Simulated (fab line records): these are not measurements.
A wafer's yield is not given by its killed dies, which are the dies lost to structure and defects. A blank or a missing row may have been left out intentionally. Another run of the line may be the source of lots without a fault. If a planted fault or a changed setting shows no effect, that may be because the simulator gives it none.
Which of the tools did it? :: flow nand harc :: Sampling: 24 lots, 72 wafers, 4 of 1302 route steps

== WHAT THE GAUGES SHOWED, per wafer ==
NHARC_P_M0_INSPECT_27.
lot: L074
measured: day 6 02:23
on: defect inspect-02
raw defect count: 278 427 193

lot: L075
measured: day 6 17:48
on: defect inspect-02
raw defect count: 231 213 276

lot: L077
measured: day 7 09:23
on: defect inspect-01
raw defect count: 227 133 282

lot: L076
measured: day 7 11:57
on: defect inspect-01
raw defect count: 593 679 588

lot: L078
measured: day 7 21:19
on: defect inspect-01
raw defect count: 177 413 366

lot: L079
measured: day 8 10:07
on: defect inspect-02
raw defect count: 178 256 255

lot: L080
measured: day 8 15:32
on: defect inspect-02
raw defect count: 352 652 435

lot: L081
measured: day 8 20:01
on: defect inspect-01
raw defect count: 390 388 296

lot: L082
measured: day 9 16:27
on: defect inspect-02
raw defect count: 166 415 266

lot: L083
measured: day 9 17:32
on: defect inspect-02
raw defect count: 335 202 200

lot: L084
measured: day 10 10:05
on: defect inspect-01
raw defect count: 292 593 345

lot: L085
measured: day 10 23:42
on: defect inspect-01
raw defect count: 170 445 222

lot: L086
measured: day 11 07:43
on: defect inspect-02
raw defect count: 522 419 1265

lot: L087
measured: day 12 07:34
on: defect inspect-02
raw defect count: 165 318 345

lot: L089
measured: day 12 08:19
on: defect inspect-02
raw defect count: 446 617 297

lot: L088
measured: day 12 08:49
on: defect inspect-02
raw defect count: 511 255 383

lot: L090
measured: day 12 22:20
on: defect inspect-02
raw defect count: 511 351 359

lot: L091
measured: day 13 07:40
on: defect inspect-02
raw defect count: 224 406 157

lot: L092
measured: day 13 14:02
on: defect inspect-02
raw defect count: 230 147 244

lot: L094
measured: day 14 05:29
on: defect inspect-02
raw defect count: 238 216 189

lot: L093
measured: day 14 06:19
on: defect inspect-02
raw defect count: 232 243 302

lot: L095
measured: day 14 17:49
on: defect inspect-02
raw defect count: 221 251 440

lot: L096
measured: day 15 06:38
on: defect inspect-02
raw defect count: 208 585 463

lot: L097
measured: day 15 20:17
on: defect inspect-02
raw defect count: 365 240 321

NHARC_P_BONDPAD_CD_MEAS_13.
lot: L074
measured: day 6 12:56
on: cd sem-03
cd nm (nm): 500.8 500.5 501.0

lot: L075
measured: day 7 04:57
on: cd sem-03
cd nm (nm): 498.7 497.8 495.9

lot: L077
measured: day 7 20:39
on: cd sem-02
cd nm (nm): 495.5 499.0 497.7

lot: L076
measured: day 7 22:50
on: cd sem-02
cd nm (nm): 499.8 498.2 499.0

lot: L078
measured: day 8 08:00
on: cd sem-02
cd nm (nm): 498.1 500.0 499.6

lot: L079
measured: day 8 20:40
on: cd sem-01
cd nm (nm): 501.0 501.4 500.6

lot: L080
measured: day 9 02:01
on: cd sem-02
cd nm (nm): 497.6 497.6 497.0

lot: L081
measured: day 9 06:41
on: cd sem-01
cd nm (nm): 500.3 499.4 500.6

lot: L082
measured: day 10 03:14
on: cd sem-03
cd nm (nm): 499.8 499.3 499.9

lot: L083
measured: day 10 04:20
on: cd sem-03
cd nm (nm): 499.3 498.3 498.3

lot: L084
measured: day 10 20:57
on: cd sem-01
cd nm (nm): 499.2 496.9 499.9

lot: L085
measured: day 11 10:20
on: cd sem-03
cd nm (nm): 498.7 498.9 498.3

lot: L086
measured: day 11 18:34
on: cd sem-03
cd nm (nm): 497.3 498.5 500.5

lot: L087
measured: day 12 17:59
on: cd sem-01
cd nm (nm): 502.2 502.1 501.3

lot: L089
measured: day 12 18:51
on: cd sem-01
cd nm (nm): 497.1 497.5 497.4

lot: L088
measured: day 12 19:49
on: cd sem-02
cd nm (nm): 502.1 500.3 499.9

lot: L090
measured: day 13 08:56
on: cd sem-01
cd nm (nm): 497.6 498.4 498.6

lot: L091
measured: day 13 18:17
on: cd sem-03
cd nm (nm): 495.9 496.9 497.7

lot: L092
measured: day 14 00:40
on: cd sem-02
cd nm (nm): 498.1 497.9 497.9

lot: L094
measured: day 14 16:08
on: cd sem-01
cd nm (nm): 499.3 497.7 499.3

lot: L093
measured: day 14 17:01
on: cd sem-02
cd nm (nm): 498.1 498.4 497.3

lot: L095
measured: day 15 04:40
on: cd sem-01
cd nm (nm): 500.1 500.4 502.5

lot: L096
measured: day 15 17:43
on: cd sem-01
cd nm (nm): 500.3 501.5 500.7

lot: L097
measured: day 16 07:09
on: cd sem-03
cd nm (nm): 499.9 499.6 499.1

== EACH LOT AND THE TOOL THAT RAN IT (in order: tool; ch and the chambers of the sampled wafers; start) ==
lot: L074
NHARC_P_M1_ETCH_28: rie diel-06 ch 0,2,3, day 6 12:56 or earlier
NHARC_P_M1_PVD_20: pvd sputter-01, day 6 12:56 or earlier

lot: L075
NHARC_P_M1_ETCH_28: rie diel-11 ch 1,2,3, day 7 04:57 or earlier
NHARC_P_M1_PVD_20: pvd sputter-01, day 7 04:57 or earlier

lot: L077
NHARC_P_M1_ETCH_28: rie diel-06 ch 1,2, day 7 20:39 or earlier
NHARC_P_M1_PVD_20: pvd sputter-03, day 7 20:39 or earlier

lot: L076
NHARC_P_M1_ETCH_28: rie diel-09 ch 0,1, day 7 22:50 or earlier
NHARC_P_M1_PVD_20: pvd sputter-02, day 7 22:50 or earlier

lot: L078
NHARC_P_M1_ETCH_28: rie diel-09 ch 0,1,2, day 8 08:00 or earlier
NHARC_P_M1_PVD_20: pvd sputter-03, day 8 08:00 or earlier

lot: L079
NHARC_P_M1_ETCH_28: rie diel-11 ch 0,1, day 8 20:40 or earlier
NHARC_P_M1_PVD_20: pvd sputter-02, day 8 20:40 or earlier

lot: L080
NHARC_P_M1_ETCH_28: rie diel-06 ch 0,3, day 9 02:01 or earlier
NHARC_P_M1_PVD_20: pvd sputter-01, day 9 02:01 or earlier

lot: L081
NHARC_P_M1_ETCH_28: rie diel-09 ch 0,1,2, day 9 06:41 or earlier
NHARC_P_M1_PVD_20: pvd sputter-03, day 9 06:41 or earlier

lot: L082
NHARC_P_M1_ETCH_28: rie diel-11 ch 0,1,3, day 10 03:14 or earlier
NHARC_P_M1_PVD_20: pvd sputter-01, day 10 03:14 or earlier

lot: L083
NHARC_P_M1_ETCH_28: rie diel-11 ch 1,3, day 10 04:20 or earlier
NHARC_P_M1_PVD_20: pvd sputter-02, day 10 04:20 or earlier

lot: L084
NHARC_P_M1_ETCH_28: rie diel-11 ch 1,2,3, day 10 20:57 or earlier
NHARC_P_M1_PVD_20: pvd sputter-03, day 10 20:57 or earlier

lot: L085
NHARC_P_M1_ETCH_28: rie diel-06 ch 0,2,3, day 11 10:20 or earlier
NHARC_P_M1_PVD_20: pvd sputter-01, day 11 10:20 or earlier

lot: L086
NHARC_P_M1_ETCH_28: rie diel-06 ch 0,1,2, day 11 18:34 or earlier
NHARC_P_M1_PVD_20: pvd sputter-01, day 11 18:34 or earlier

lot: L087
NHARC_P_M1_ETCH_28: rie diel-06 ch 0,2,3, day 12 17:59 or earlier
NHARC_P_M1_PVD_20: pvd sputter-02, day 12 17:59 or earlier

lot: L089
NHARC_P_M1_ETCH_28: rie diel-09 ch 2,3, day 12 18:51 or earlier
NHARC_P_M1_PVD_20: pvd sputter-01, day 12 18:51 or earlier

lot: L088
NHARC_P_M1_ETCH_28: rie diel-11 ch 1,2, day 12 19:49 or earlier
NHARC_P_M1_PVD_20: pvd sputter-03, day 12 19:49 or earlier

lot: L090
NHARC_P_M1_ETCH_28: rie diel-11 ch 0,2,3, day 13 08:56 or earlier
NHARC_P_M1_PVD_20: pvd sputter-03, day 13 08:56 or earlier

lot: L091
NHARC_P_M1_ETCH_28: rie diel-11 ch 0,1,3, day 13 18:17 or earlier
NHARC_P_M1_PVD_20: pvd sputter-03, day 13 18:17 or earlier

lot: L092
NHARC_P_M1_ETCH_28: rie diel-11 ch 1,2,3, day 14 00:40 or earlier
NHARC_P_M1_PVD_20: pvd sputter-02, day 14 00:40 or earlier

lot: L094
NHARC_P_M1_ETCH_28: rie diel-06 ch 1,2,3, day 14 16:08 or earlier
NHARC_P_M1_PVD_20: pvd sputter-01, day 14 16:08 or earlier

lot: L093
NHARC_P_M1_ETCH_28: rie diel-11 ch 0,3, day 14 17:01 or earlier
NHARC_P_M1_PVD_20: pvd sputter-02, day 14 17:01 or earlier

lot: L095
NHARC_P_M1_ETCH_28: rie diel-09 ch 1,2,3, day 15 04:40 or earlier
NHARC_P_M1_PVD_20: pvd sputter-01, day 15 04:40 or earlier

lot: L096
NHARC_P_M1_ETCH_28: rie diel-11 ch 0,2, day 15 17:43 or earlier
NHARC_P_M1_PVD_20: pvd sputter-01, day 15 17:43 or earlier

lot: L097
NHARC_P_M1_ETCH_28: rie diel-11 ch 1,2, day 16 07:09 or earlier
NHARC_P_M1_PVD_20: pvd sputter-01, day 16 07:09 or earlier
- NHARC_P_M1_ETCH_28: etches the open film in CF4/N2, target depth 30 nm, time 72.99 s.
- NHARC_P_M1_PVD_20: deposits TaN, target thk 5 nm, time 8.06 s.

== WHAT THE TOOLS THEMSELVES READ (means of the sampled wafers that have a number; where no wafer has one, the mark that the record gives instead) ==
NHARC_P_M1_ETCH_28.
lot: L074
tool: rie diel-06
drypump motor current A (A): 5.3
oes product au (a.u.): 1.006
rf vpp V (V): 312.2
showerhead plenum p Torr (Torr): 2.56
throttle valve pct (%): 19.786

lot: L075
tool: rie diel-11
drypump motor current A (A): 5.3
oes product au (a.u.): 1.010
rf vpp V (V): 314.3
showerhead plenum p Torr (Torr): 2.61
throttle valve pct (%): 19.792

lot: L077
tool: rie diel-06
drypump motor current A (A): 5.8
oes product au (a.u.): 0.995
rf vpp V (V): 311.1
showerhead plenum p Torr (Torr): 2.47
throttle valve pct (%): 19.796

lot: L076
tool: rie diel-09
drypump motor current A (A): 5.7
oes product au (a.u.): 0.996
rf vpp V (V): 313.8
showerhead plenum p Torr (Torr): 2.61
throttle valve pct (%): 19.797

lot: L078
tool: rie diel-09
drypump motor current A (A): 5.4
oes product au (a.u.): 0.999
rf vpp V (V): 313.9
showerhead plenum p Torr (Torr): 2.65
throttle valve pct (%): 19.790

lot: L079
tool: rie diel-11
drypump motor current A (A): 4.8
oes product au (a.u.): 1.001
rf vpp V (V): 315.9
showerhead plenum p Torr (Torr): 2.73
throttle valve pct (%): 19.790

lot: L080
tool: rie diel-06
drypump motor current A (A): 5.4
oes product au (a.u.): 0.993
rf vpp V (V): 313.6
showerhead plenum p Torr (Torr): 2.59
throttle valve pct (%): 19.798

lot: L081
tool: rie diel-09
drypump motor current A (A): 5.4
oes product au (a.u.): 0.995
rf vpp V (V): 313.9
showerhead plenum p Torr (Torr): 2.65
throttle valve pct (%): 19.795

lot: L082
tool: rie diel-11
drypump motor current A (A): 5.0
oes product au (a.u.): 1.006
rf vpp V (V): 315.6
showerhead plenum p Torr (Torr): 2.68
throttle valve pct (%): 19.793

lot: L083
tool: rie diel-11
drypump motor current A (A): 5.2
oes product au (a.u.): 1.010
rf vpp V (V): 314.4
showerhead plenum p Torr (Torr): 2.64
throttle valve pct (%): 19.788

lot: L084
tool: rie diel-11
drypump motor current A (A): 5.3
oes product au (a.u.): 1.010
rf vpp V (V): 313.3
showerhead plenum p Torr (Torr): 2.61
throttle valve pct (%): 19.800

lot: L085
tool: rie diel-06
drypump motor current A (A): 5.2
oes product au (a.u.): 0.990
rf vpp V (V): 313.8
showerhead plenum p Torr (Torr): 2.55
throttle valve pct (%): 19.800

lot: L086
tool: rie diel-06
drypump motor current A (A): 5.6
oes product au (a.u.): 1.004
rf vpp V (V): 311.6
showerhead plenum p Torr (Torr): 2.52
throttle valve pct (%): 19.793

lot: L087
tool: rie diel-06
drypump motor current A (A): 5.2
oes product au (a.u.): 1.000
rf vpp V (V): 313.1
showerhead plenum p Torr (Torr): 2.55
throttle valve pct (%): 19.798

lot: L089
tool: rie diel-09
drypump motor current A (A): 5.4
oes product au (a.u.): 1.001
rf vpp V (V): 315.0
showerhead plenum p Torr (Torr): 2.71
throttle valve pct (%): 19.802

lot: L088
tool: rie diel-11
drypump motor current A (A): 5.0
oes product au (a.u.): 1.004
rf vpp V (V): 314.8
showerhead plenum p Torr (Torr): 2.64
throttle valve pct (%): 19.791

lot: L090
tool: rie diel-11
drypump motor current A (A): 5.4
oes product au (a.u.): 1.004
rf vpp V (V): 314.4
showerhead plenum p Torr (Torr): 2.60
throttle valve pct (%): 19.801

lot: L091
tool: rie diel-11
drypump motor current A (A): 5.0
oes product au (a.u.): 0.998
rf vpp V (V): 314.4
showerhead plenum p Torr (Torr): 2.68
throttle valve pct (%): 19.799

lot: L092
tool: rie diel-11
drypump motor current A (A): 5.3
oes product au (a.u.): 1.004
rf vpp V (V): 313.6
showerhead plenum p Torr (Torr): 2.60
throttle valve pct (%): 19.789

lot: L094
tool: rie diel-06
drypump motor current A (A): 5.4
oes product au (a.u.): 0.999
rf vpp V (V): 312.0
showerhead plenum p Torr (Torr): 2.49
throttle valve pct (%): 19.797

lot: L093
tool: rie diel-11
drypump motor current A (A): 5.1
oes product au (a.u.): 0.997
rf vpp V (V): 315.5
showerhead plenum p Torr (Torr): 2.68
throttle valve pct (%): 19.786

lot: L095
tool: rie diel-09
drypump motor current A (A): 5.7
oes product au (a.u.): 0.994
rf vpp V (V): 314.9
showerhead plenum p Torr (Torr): 2.69
throttle valve pct (%): 19.789

lot: L096
tool: rie diel-11
drypump motor current A (A): 5.2
oes product au (a.u.): 1.007
rf vpp V (V): 315.1
showerhead plenum p Torr (Torr): 2.64
throttle valve pct (%): 19.794

lot: L097
tool: rie diel-11
drypump motor current A (A): 5.0
oes product au (a.u.): 0.998
rf vpp V (V): 314.9
showerhead plenum p Torr (Torr): 2.64
throttle valve pct (%): 19.777

NHARC_P_M1_PVD_20.
lot: L074
tool: pvd sputter-01
throttle valve pct (%): 29.3

lot: L075
tool: pvd sputter-01
throttle valve pct (%): 30.4

lot: L077
tool: pvd sputter-03
throttle valve pct (%): 30.2

lot: L076
tool: pvd sputter-02
throttle valve pct (%): 31.0

lot: L078
tool: pvd sputter-03
throttle valve pct (%): 29.7

lot: L079
tool: pvd sputter-02
throttle valve pct (%): 29.8

lot: L080
tool: pvd sputter-01
throttle valve pct (%): 29.1

lot: L081
tool: pvd sputter-03
throttle valve pct (%): 29.1

lot: L082
tool: pvd sputter-01
throttle valve pct (%): 30.0

lot: L083
tool: pvd sputter-02
throttle valve pct (%): 30.7

lot: L084
tool: pvd sputter-03
throttle valve pct (%): 29.1

lot: L085
tool: pvd sputter-01
throttle valve pct (%): 30.9

lot: L086
tool: pvd sputter-01
throttle valve pct (%): 30.3

lot: L087
tool: pvd sputter-02
throttle valve pct (%): 29.9

lot: L089
tool: pvd sputter-01
throttle valve pct (%): 30.9

lot: L088
tool: pvd sputter-03
throttle valve pct (%): 29.8

lot: L090
tool: pvd sputter-03
throttle valve pct (%): 29.6

lot: L091
tool: pvd sputter-03
throttle valve pct (%): 29.5

lot: L092
tool: pvd sputter-02
throttle valve pct (%): 30.5

lot: L094
tool: pvd sputter-01
throttle valve pct (%): 30.4

lot: L093
tool: pvd sputter-02
throttle valve pct (%): 31.2

lot: L095
tool: pvd sputter-01
throttle valve pct (%): 30.5

lot: L096
tool: pvd sputter-01
throttle valve pct (%): 30.9

lot: L097
tool: pvd sputter-01
throttle valve pct (%): 30.4

== THE ANSWER, worked out from the rows above alone ==
Rule: the usual values come from the lots themselves. Put in order of their means at a reading, lots are off if they are a third of the lots or fewer, leave a main group of 4 or more, and stand apart from it by a gap of 3 or more times the standard deviation of the main group's means; of several such gaps the widest counts. Not used: any main group whose means are identical at the precision the tables above print for the reading. Also off: a lot with no number at a reading for which 4 or more lots have one. Where the step has rows for the other lots, those lots are counted as sound. Order of review: gauges by route order, followed by the tools' own readings, for which a lot's mean as printed above is used. At the first step where some lot is off, the reading lying furthest off is the one used; lots without a number count as furthest.
Across all readings shown, no lot is off: no conclusion can be drawn from this.

== WHAT HAD BEEN PUT IN BY THE SIMULATOR ==
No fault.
